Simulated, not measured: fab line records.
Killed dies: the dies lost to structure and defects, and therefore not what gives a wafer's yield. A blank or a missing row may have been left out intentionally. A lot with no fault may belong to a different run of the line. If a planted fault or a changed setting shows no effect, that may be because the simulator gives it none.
Split-lot study / flow n5-finfet / on a route of 1938 steps: 7 lots, 21 wafers read

== THE SPLIT ==
At N5_BEOL_M11_EXPOSE_25 (exposes mask V10), the setting dose-mj was moved away from the recipe's 85.5 on 5 of the 21 wafers read, by -5.0% to +2.9%. All remaining wafers had this setting at the recipe value.

== FROM THE SPLIT TO THE READING: what the file shows between them, 2 steps ==
- N5_BEOL_M11_PEB_26: peb time 60 s
- N5_BEOL_M11_DEVELOP_27: develop time 30 s

== THE READING ==
cd-nm, in nm, at N5_BEOL_M11_CD_MEAS_28 (target cd 70 nm). Typical for fault-free wafers on this fab line: 70.0 nm, with standard deviation 0.86 nm.

wafer=L075.2; tool, chamber at the split=arfi-scanner-03, 0; dose-mj as run=87.37; against the recipe=+2.2%; cd-nm, nm=71.7; against lot-mates on the recipe=+1.9
wafer=L075.3; tool, chamber at the split=arfi-scanner-03, 0; dose-mj as run=85.5; against the recipe=recipe; cd-nm, nm=69.8; against lot-mates on the recipe=-
wafer=L075.6; tool, chamber at the split=arfi-scanner-03, 0; dose-mj as run=87.37; against the recipe=+2.2%; cd-nm, nm=70.9; against lot-mates on the recipe=+1.1
wafer=L083.1; tool, chamber at the split=arfi-scanner-02, 0; dose-mj as run=85.5; against the recipe=recipe; cd-nm, nm=69.2; against lot-mates on the recipe=-
wafer=L083.4; tool, chamber at the split=arfi-scanner-02, 0; dose-mj as run=85.5; against the recipe=recipe; cd-nm, nm=70.1; against lot-mates on the recipe=-
wafer=L083.5; tool, chamber at the split=arfi-scanner-02, 0; dose-mj as run=85.5; against the recipe=recipe; cd-nm, nm=70.7; against lot-mates on the recipe=-
wafer=L087.2; tool, chamber at the split=arfi-scanner-02, 0; dose-mj as run=85.5; against the recipe=recipe; cd-nm, nm=69.7; against lot-mates on the recipe=-
wafer=L087.3; tool, chamber at the split=arfi-scanner-02, 0; dose-mj as run=85.5; against the recipe=recipe; cd-nm, nm=68.3; against lot-mates on the recipe=-
wafer=L087.6; tool, chamber at the split=arfi-scanner-02, 0; dose-mj as run=88; against the recipe=+2.9%; cd-nm, nm=71.6; against lot-mates on the recipe=+2.6
wafer=L086.3; tool, chamber at the split=arfi-scanner-02, 0; dose-mj as run=85.5; against the recipe=recipe; cd-nm, nm=71.5; against lot-mates on the recipe=-
wafer=L086.5; tool, chamber at the split=arfi-scanner-02, 0; dose-mj as run=85.5; against the recipe=recipe; cd-nm, nm=71.1; against lot-mates on the recipe=-
wafer=L086.6; tool, chamber at the split=arfi-scanner-02, 0; dose-mj as run=85.5; against the recipe=recipe; cd-nm, nm=70.4; against lot-mates on the recipe=-
wafer=L091.2; tool, chamber at the split=arfi-scanner-01, 0; dose-mj as run=85.5; against the recipe=recipe; cd-nm, nm=69.9; against lot-mates on the recipe=-
wafer=L091.3; tool, chamber at the split=arfi-scanner-01, 0; dose-mj as run=85.5; against the recipe=recipe; cd-nm, nm=71.4; against lot-mates on the recipe=-
wafer=L091.5; tool, chamber at the split=arfi-scanner-01, 0; dose-mj as run=85.5; against the recipe=recipe; cd-nm, nm=70.5; against lot-mates on the recipe=-
wafer=L093.2; tool, chamber at the split=arfi-scanner-03, 0; dose-mj as run=81.2; against the recipe=-5.0%; cd-nm, nm=66.7; against lot-mates on the recipe=-3.8
wafer=L093.5; tool, chamber at the split=arfi-scanner-03, 0; dose-mj as run=85.5; against the recipe=recipe; cd-nm, nm=70.5; against lot-mates on the recipe=-
wafer=L093.6; tool, chamber at the split=arfi-scanner-03, 0; dose-mj as run=81.2; against the recipe=-5.0%; cd-nm, nm=66.4; against lot-mates on the recipe=-4.1
wafer=L095.2; tool, chamber at the split=arfi-scanner-02, 0; dose-mj as run=85.5; against the recipe=recipe; cd-nm, nm=69.5; against lot-mates on the recipe=-
wafer=L095.3; tool, chamber at the split=arfi-scanner-02, 0; dose-mj as run=85.5; against the recipe=recipe; cd-nm, nm=68.2; against lot-mates on the recipe=-
wafer=L095.6; tool, chamber at the split=arfi-scanner-02, 0; dose-mj as run=85.5; against the recipe=recipe; cd-nm, nm=70.0; against lot-mates on the recipe=-

THE FIT
A straight line over all 21 wafers: cd-nm changes by +0.656 nm for each +1% of dose-mj; r = +0.82; the points scatter about the line by 0.87 nm.
The same after taking each lot's own level away (the mean of its wafers on the recipe; 21 wafers): +0.784 nm for each +1%; r = +0.93; scatter 0.57 nm.
That fit puts the effect of the largest move of dose-mj on the reading at 3.9 nm.
Across the lots, their own levels run from 69.00 to 71.00 nm, a range of 2.3 times the standard deviation given above.
Thus the slope moves with the lot-to-lot level: the two fits are different.
Check: -4.05 nm against its lot-mates is what the line predicts for one of the wafers moved furthest among these (-5.0%) when that wafer is left out of the fit. It came out at -3.8 nm against them.

== FURTHER SPLITS ON THESE WAFERS ==
Note: prior to the reading, these wafers also went through further splits. Each is held against what the fit with the lots' levels taken away leaves over:
other split on the same wafers=N5_BEOL_M7_COAT_71 spin-rpm; wafers away from the commonest value=6; r with cd-nm (lot level and that fit taken away)=+0.20
other split on the same wafers=N5_BEOL_M7_DEP_56 time-s; wafers away from the commonest value=9; r with cd-nm (lot level and that fit taken away)=-0.02
other split on the same wafers=N5_BEOL_M8_ILD_DEP_00 time-s; wafers away from the commonest value=5; r with cd-nm (lot level and that fit taken away)=-0.12
other split on the same wafers=N5_BEOL_M9_COAT_05 spin-rpm; wafers away from the commonest value=8; r with cd-nm (lot level and that fit taken away)=+0.21
other split on the same wafers=N5_BEOL_M9_ETCH_62 time-s; wafers away from the commonest value=8; r with cd-nm (lot level and that fit taken away)=+0.39
other split on the same wafers=N5_BEOL_M11_PECVD_70 temp-c; wafers away from the commonest value=11; r with cd-nm (lot level and that fit taken away)=-0.31
other split on the same wafers=N5_BEOL_M11_ETCH_62 time-s; wafers away from the commonest value=7; r with cd-nm (lot level and that fit taken away)=-0.24

== THE FILE'S OWN FIT ==
cd-nm changes by +0.798 nm for each +1% of dose-mj, r = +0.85.
